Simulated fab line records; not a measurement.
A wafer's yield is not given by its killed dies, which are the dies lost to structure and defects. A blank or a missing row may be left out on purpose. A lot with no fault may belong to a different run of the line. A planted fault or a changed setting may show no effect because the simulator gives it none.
fab line records	flow n5_finfet
record lots=7	wafers=21	last_day=20
route steps=1938 shown BEOL_M15@1811 PASSIVATION@1936
lots that met no fault: taken from a fault-free run of the same line
start_h: start of the lot's first displayed wafer, in hours after the record's first day	wait_h: how many hours have passed since the lot's step before this one	" as in the row above	L1.1+2: a row that stands for several wafers	- no value present, or no start provided	* or withheld: withheld	< > ~ a bound
route shown NAME@n: NAME is a module with steps in the file, n the number in the route of the first one	usual: mean/standard deviation taken from wafers without a fault	same: alike in all rows	chamber/n: place in a boat	sites: each site's reading	_std_site: standard deviation of those values	_edge_site: the outer-site mean with the inner-site mean subtracted	radius_mm: how far each site lies from the wafer's centre	mask NAME#n: copy n	behind: the last tool/chamber to shape the wafer	hold: the reason the lot was held/the length of the hold in hours/how it ended	device: whichever transistor did not switch (one of n, p or np)	end of line: the same wafers' tests at the end of the route	a step with no rows: only its recipe	killed: not the wafer's yield, but the dies lost to structure and defects at the first sort	map: per-die view of a wafer (x killed, . not killed, _ where there is no die)
set.NAME: the run value of the setting; set.NAME@STEP: its run value at that earlier step	model.NAME: the simulator's own value behind a step, which no gauge read
lots at selected steps of the route; one table per step, one row per wafer
services: a tool's chamber out of use, with start hour (start_h, from the record's first day; less than 0 if before it), hours out, and reason
## steps
# step N5_BEOL_M15_STRIP_36
# recipe chemistry=O2	power_w=600	temp_c=60	pressure_mtorr=30	rf_frequency_hz=6e+07	bias_power_w=0	overash_fraction=0.3	o2_flow_sccm=225
# usual drypump_motor_current_A=5.6/0.44	oes_product_au=0.80/0.095	rf_vpp_V=3.6/0.97	showerhead_plenum_p_Torr=2.14/0.057	throttle_valve_pct=16.64/0.18
lot.wafer	tool	chamber	start_h	wait_h	drypump_motor_current_A	oes_product_au	rf_hours_counter_h	rf_vpp_V	showerhead_plenum_p_Torr	throttle_valve_pct
L443.1	rie_diel-01	0	330.20	1.1	5.5	0.71	190	4.0	2.18	16.58
L443.2	"	1	"	"	5.8	0.92	18	3.2	2.14	16.62
L443.5	"	1	"	"	5.8	0.90	-	3.7	2.14	16.61
L449.1	rie_diel-02	2	375.59	0.7	4.8	0.78	124	2.8	2.19	17.11
L449.3	"	1	"	"	5.1	0.71	209	4.0	2.17	16.56
L449.5	"	2	"	"	4.8	0.78	-	3.3	2.19	17.11
L450.1	rie_diel-04	1	378.09	0.0	6.1	0.87	33	4.0	2.23	16.43
L450.3	"	3	"	"	5.6	0.72	198	2.6	2.09	16.67
L450.4	"	0	"	"	6.1	0.89	-	3.1	2.14	16.64
L451.3	rie_diel-04	0	398.84	0.0	6.1	0.87	58	5.0	2.13	16.67
L451.5	"	0	"	"	6.1	0.87	-	3.8	2.13	16.67
L451.6	"	3	"	"	5.6	0.70	-	2.4	2.08	16.72
L454.1	rie_diel-02	1	439.04	3.4	5.1	0.69	228	3.7	2.16	16.62
L454.3	"	3	"	"	5.5	0.74	152	3.8	2.18	16.54
L454.5	"	0	"	"	5.0	0.92	-	4.8	2.14	16.47
L460.2	rie_diel-02	1	449.30	0.1	5.0	0.70	232	4.5	2.16	16.64
L460.3	"	2	"	"	4.8	0.78	146	3.5	2.18	17.14
L460.5	"	2	"	"	4.8	0.77	-	3.8	2.18	17.15
L459.2	rie_diel-04	2	462.19	2.2	5.5	0.90	23	2.5	2.05	16.45
L459.3	"	1	"	"	6.1	0.84	61	5.1	2.22	16.48
L459.5	"	2	"	"	5.5	0.89	-	2.7	2.05	16.43
# step N5_BEOL_M15_STRIP_62
# recipe chemistry=O2	power_w=600	temp_c=60	pressure_mtorr=30	rf_frequency_hz=6e+07	bias_power_w=0	overash_fraction=0.3	o2_flow_sccm=225
# usual drypump_motor_current_A=5.6/0.44	oes_product_au=0.80/0.095	rf_vpp_V=3.7/0.49	showerhead_plenum_p_Torr=2.14/0.057	throttle_valve_pct=16.64/0.18
lot.wafer	tool	chamber	start_h	wait_h	drypump_motor_current_A	oes_product_au	rf_hours_counter_h	rf_vpp_V	showerhead_plenum_p_Torr	throttle_valve_pct
L443.1	rie_diel-01	0	-	-	5.5	0.71	190	4.2	2.17	16.58
L443.2	"	1	"	"	5.8	0.92	18	2.8	2.14	16.58
L443.5	"	1	"	"	5.8	0.92	-	2.2	2.14	16.59
L449.1	rie_diel-02	2	-	-	4.8	0.77	124	3.6	2.19	17.09
L449.3	"	1	"	"	5.0	0.71	209	4.4	2.17	16.59
L449.5	"	2	"	"	4.8	0.79	-	4.4	2.19	17.09
L450.1	rie_diel-04	1	-	-	6.1	0.88	33	3.9	2.23	16.43
L450.3	"	3	"	"	5.6	0.71	198	4.1	2.08	16.68
L450.4	"	0	"	"	6.1	0.88	-	3.7	2.14	16.67
L451.3	rie_diel-04	0	-	-	6.1	0.86	58	4.0	2.13	16.69
L451.5	"	0	"	"	6.1	0.86	-	3.2	2.13	16.69
L451.6	"	3	"	"	5.6	0.70	-	3.9	2.08	16.71
L454.1	rie_diel-02	1	-	-	5.0	0.70	228	4.3	2.16	16.62
L454.3	"	3	"	"	5.5	0.75	152	3.2	2.18	16.53
L454.5	"	0	"	"	5.1	0.92	-	3.3	2.14	16.48
L460.2	rie_diel-02	1	-	-	5.0	0.70	232	3.4	2.16	16.63
L460.3	"	2	"	"	4.8	0.76	146	3.2	2.18	17.16
L460.5	"	2	"	"	4.8	0.77	-	3.6	2.18	17.14
L459.2	rie_diel-04	2	-	-	5.5	0.90	23	3.6	2.05	16.47
L459.3	"	1	"	"	6.1	0.86	61	3.2	2.22	16.48
L459.5	"	2	"	"	5.5	0.90	-	4.0	2.05	16.43
# step N5_BEOL_M15_STRIP_37
# recipe chemistry=O2	power_w=600	temp_c=60	pressure_mtorr=30	rf_frequency_hz=6e+07	bias_power_w=0	overash_fraction=0.3	o2_flow_sccm=225
# usual drypump_motor_current_A=5.6/0.44	oes_product_au=0.80/0.095	rf_vpp_V=3.6/0.67	showerhead_plenum_p_Torr=2.14/0.057	throttle_valve_pct=16.64/0.18
lot.wafer	tool	chamber	start_h	wait_h	drypump_motor_current_A	oes_product_au	rf_hours_counter_h	rf_vpp_V	showerhead_plenum_p_Torr	throttle_valve_pct
L443.1	rie_diel-01	0	-	-	5.5	0.71	190	2.4	2.18	16.57
L443.2	"	1	"	"	5.8	0.91	18	3.4	2.14	16.59
L443.5	"	1	"	"	5.8	0.92	-	4.3	2.14	16.59
L449.1	rie_diel-02	2	-	-	4.8	0.78	124	3.9	2.19	17.11
L449.3	"	1	"	"	5.1	0.72	209	4.3	2.17	16.58
L449.5	"	2	"	"	4.8	0.78	-	3.1	2.19	17.11
L450.1	rie_diel-04	1	-	-	6.1	0.89	33	3.8	2.23	16.43
L450.3	"	3	"	"	5.7	0.71	198	3.3	2.09	16.66
L450.4	"	0	"	"	6.1	0.88	-	3.2	2.14	16.68
L451.3	rie_diel-04	0	-	-	6.1	0.87	58	4.2	2.13	16.70
L451.5	"	0	"	"	6.1	0.87	-	3.6	2.13	16.68
L451.6	"	3	"	"	5.7	0.71	-	3.5	2.08	16.66
L454.1	rie_diel-02	1	-	-	5.0	0.70	228	2.9	2.16	16.61
L454.3	"	3	"	"	5.5	0.74	152	3.6	2.18	16.54
L454.5	"	0	"	"	5.1	0.91	-	4.9	2.14	16.48
L460.2	rie_diel-02	1	-	-	5.0	0.71	232	4.2	2.16	16.65
L460.3	"	2	"	"	4.8	0.77	146	3.9	2.18	17.14
L460.5	"	2	"	"	4.9	0.77	-	3.8	2.18	17.15
L459.2	rie_diel-04	2	-	-	5.5	0.89	23	3.6	2.05	16.44
L459.3	"	1	"	"	6.1	0.86	61	5.0	2.22	16.50
L459.5	"	2	"	"	5.5	0.90	-	2.5	2.05	16.44
# step N5_BEOL_M15_ETCH_38
# recipe chemistry=CF4/N2	target=SiCN	target_depth_a=1064	taper_deg=2	time_s=120.5	ion_energy_ev=150	mask_material=SiO2	pressure_mtorr=40	source_w=430	bias_w=70	Ar_flow_sccm=100	cf4_flow_sccm=60	n2_flow_sccm=60
# step N5_BEOL_M15_PRECLEAN_39
# recipe chemistry=residue_remover	time_s=60	temp_c=40
# step N5_BEOL_M15_SRD_40
# recipe time_s=30	temp_c=23	rinse_liquid=diw	dry=n2_spin	spin_rpm=1500	dry_time_s=30
# step N5_BEOL_M15_DEGAS_41
# recipe ambient=vacuum	temp_c=300	time_s=60
# step N5_BEOL_M15_PRE_CLEAN_42
# recipe gas=H2/He	time_s=30	temp_c=300
# usual heater_power_w=440/53
lot.wafer	tool	chamber	start_h	wait_h	heater_power_w
L443.1	pvd_sputter-03	-	330.81	0.0	441
L443.2	"	-	"	"	582
L443.5	"	-	"	"	435
L449.1	pvd_sputter-03	-	376.18	0.0	435
L449.3	"	-	"	"	338
L449.5	"	-	"	"	551
L450.1	pvd_sputter-01	-	379.13	0.0	499
L450.3	"	-	"	"	402
L450.4	"	-	"	"	432
L451.3	pvd_sputter-01	-	399.26	0.0	418
L451.5	"	-	"	"	421
L451.6	"	-	"	"	425
L454.1	pvd_sputter-01	-	439.66	0.0	410
L454.3	"	-	"	"	419
L454.5	"	-	"	"	420
L460.2	pvd_sputter-02	-	450.06	0.0	485
L460.3	"	-	"	"	456
L460.5	"	-	"	"	447
L459.2	pvd_sputter-02	-	462.84	0.0	391
L459.3	"	-	"	"	445
L459.5	"	-	"	"	395
# step N5_BEOL_M15_SPUTTER_43
# recipe material=TaN	target_thk_a=150	temp_c=50	bias_v=168.6	power_w=15000	chamber_pressure_pa=0.12	time_s=24.19
# step N5_BEOL_M15_SPUTTER_44
# recipe material=Ta	target_thk_a=150	temp_c=50	bias_v=80	power_w=15000	chamber_pressure_pa=0.07	time_s=24.19
# usual throttle_valve_pct=30.2/1.4
lot.wafer	tool	chamber	start_h	wait_h	throttle_valve_pct
L443.1	pvd_sputter-03	-	330.93	0.0	29.9
L443.2	"	-	"	"	32.7
L443.5	"	-	"	"	29.9
L449.1	pvd_sputter-03	-	376.30	0.0	29.8
L449.3	"	-	"	"	31.0
L449.5	"	-	"	"	32.4
L450.1	pvd_sputter-01	-	379.25	0.0	33.0
L450.3	"	-	"	"	29.3
L450.4	"	-	"	"	29.8
L451.3	pvd_sputter-01	-	399.38	0.0	28.2
L451.5	"	-	"	"	28.4
L451.6	"	-	"	"	29.7
L454.1	pvd_sputter-01	-	439.78	0.0	29.1
L454.3	"	-	"	"	28.5
L454.5	"	-	"	"	28.2
L460.2	pvd_sputter-02	-	450.18	0.0	29.3
L460.3	"	-	"	"	29.4
L460.5	"	-	"	"	29.5
L459.2	pvd_sputter-02	-	462.96	0.0	32.7
L459.3	"	-	"	"	29.6
L459.5	"	-	"	"	32.5
# step N5_BEOL_M15_SPUTTER_45
# recipe material=Cu	target_thk_a=1000	temp_c=-20	bias_v=60	power_w=26000	chamber_pressure_pa=0.13	time_s=16.67
# step N5_BEOL_M15_ECD_47
# recipe material=Cu	target_thk_a=18600
# step N5_BEOL_M15_ANNEAL_48
# recipe temp_c=225	time_s=90	ambient=N2
# usual anneal_temp_c=224.99/0.18	anneal_temp_c_max=226.3/0.34	wafer_temp_C_max=226.0/0.38
lot.wafer	tool	chamber	start_h	wait_h	anneal_temp_c	anneal_temp_c_max	wafer_temp_C_max
L443.1	rtp_anneal-02	0	332.41	1.2	224.86	226.3	226.2
L443.2	"	0	"	"	224.85	225.9	225.7
L443.5	"	0	"	"	224.93	226.5	226.0
L449.1	rtp_anneal-01	-	378.16	1.6	-	-	-
L449.3	"	-	"	"	-	-	-
L449.5	"	-	"	"	-	-	-
L450.1	rtp_anneal-01	-	379.69	0.2	-	-	-
L450.3	"	-	"	"	-	-	-
L450.4	"	-	"	"	-	-	-
L451.3	rtp_anneal-02	-	399.91	0.2	-	-	-
L451.5	"	-	"	"	-	-	-
L451.6	"	-	"	"	-	-	-
L454.1	rtp_anneal-01	0	440.21	0.2	225.33	226.2	225.2
L454.3	"	0	"	"	225.43	226.3	225.4
L454.5	"	0	"	"	225.44	226.3	225.4
L460.2	rtp_anneal-02	0	450.67	0.2	224.78	227.0	226.5
L460.3	"	0	"	"	224.91	226.2	226.5
L460.5	"	0	"	"	224.96	226.2	226.2
L459.2	rtp_anneal-02	0	463.44	0.2	224.91	226.0	226.0
L459.3	"	0	"	"	224.67	226.3	226.0
L459.5	"	0	"	"	224.82	226.3	226.2
# step N5_BEOL_M15_CMP_49
# recipe stop_on=SiO2	t_overpolish_s=4.9	down_force_psi=2	platen_rpm=80	clearing_platen_down_force_psi=2	clearing_platen_rpm=80	post_cmp_clean=cu_alkaline	target_thk_nm=850	clearing_platen_pad_velocity_m_s=1.5917	pad_velocity_m_s=1.5917
# step N5_PASSIVATION_PROBE_49
# usual defect_limited_yield=90.9/1.3	killed_at_M0_to_M3=36/11	killed_at_M4_up=13/5.1	killed_at_contacts=14/4.9	killed_at_front_end=41/10	killed_at_other=3.4/2.6	killed_dies=107/16	killed_open=70/11	killed_short=36/7.8	sort_bin_5_function=5.4/0.84	sort_bin_6_memory=3.4/0.67	sort_n_pass=1073/16	sort_yield_pct=90.9/1.3
# same gross_dies=1180	killed_at_back_side=0	sort_bin_4_leakage[%]=0	sort_bin_8_speed[%]=0
lot.wafer	tool	chamber	start_h	wait_h	defect_limited_yield[%]	killed_at_M0_to_M3	killed_at_M4_up	killed_at_contacts	killed_at_front_end	killed_at_other	killed_dies	killed_open	killed_short	sort_bin_5_function[%]	sort_bin_6_memory[%]	sort_n_pass	sort_yield_pct[%]
L450.1	prober-01	-	395.90	0.0	90.5	38	15	20	36	3	112	69	41	5.9	3.2	1068	90.5
L450.3	prober-01	-	396.00	0.1	91.4	38	9	16	37	2	102	71	31	5.0	3.4	1078	91.4
L450.4	prober-01	-	396.05	0.2	89.7	52	10	17	39	4	122	79	43	6.7	3.1	1058	89.7
# killed by level:class
L450.1 MOL_CONTACT_COAG:geometric_particle:open=17 BEOL_M0_SAQP:geometric_particle:short=13 BEOL_M0_SAQP:geometric_particle:open=8 FIN_SAQP:geometric_particle:open=7 FIN_SAQP:geometric_particle:short=6 BEOL_M3:geometric_particle:open=5 STI_FIN_REVEAL:geometric_particle:open=4 BEOL_M2:geometric_particle:open=4
L450.3 MOL_CONTACT_COAG:geometric_particle:open=12 BEOL_M0_SAQP:geometric_particle:open=11 DUMMY_GATE:geometric_particle:open=9 BEOL_M0_SAQP:geometric_particle:short=9 GATE_CUT:geometric_particle:short=8 FIN_SAQP:geometric_particle:open=7 BEOL_M3:geometric_particle:open=5 MOL_CONTACT_COAG:geometric_particle:short=4
L450.4 MOL_CONTACT_COAG:geometric_particle:open=15 FIN_SAQP:geometric_particle:short=12 BEOL_M3:geometric_particle:open=9 BEOL_M0_SAQP:geometric_particle:short=8 BEOL_M0_SAQP:geometric_particle:open=7 BEOL_M1:geometric_particle:open=7 BEOL_M2:geometric_particle:open=7 DUMMY_GATE:geometric_particle:open=6
## services
tool	chamber	start_h	hours	kind
rie_diel-01	3	342.61	28.4	repair
rie_diel-01	-	343.93	0.2	repair
rie_diel-02	3	351.99	7.2	repair
rie_diel-02	0	359.19	-	clean
rie_diel-02	0	359.19	-	consumable_replace:focus_ring
rie_diel-02	0	359.19	22.7	scheduled_down
rie_diel-02	0	359.19	22.7	vent_cycle
rie_diel-04	2	369.75	-	clean
rie_diel-04	2	369.75	-	consumable_replace:focus_ring
rie_diel-04	2	369.75	20.7	scheduled_down
rie_diel-04	2	369.75	20.7	vent_cycle
rie_diel-04	2	404.85	1.6	repair
rie_diel-02	2	407.57	1.4	repair
rtp_anneal-01	-	409.94	3.4	pm
rie_diel-01	-	413.97	2.1	repair
rie_diel-04	-	436.28	2.6	repair
pvd_sputter-02	-	446.64	2.0	repair
## key
first_sign step=N5_BEOL_M15_ANNEAL_48	reading=tool_record	direction=missing
effect none on later readings
met_at N5_BEOL_M15_ANNEAL_48
struck_wafers L449.1,L449.3,L449.5,L450.1,L450.3,L450.4,L451.3,L451.5,L451.6
onset_between 332.41 378.16
fault kind=skipped_step_whole	tool=rtp_anneal-01,rtp_anneal-02	chamber=-	onset_h=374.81	steps=N5_BEOL_M15_ANNEAL_48	scope=struck_lots_only
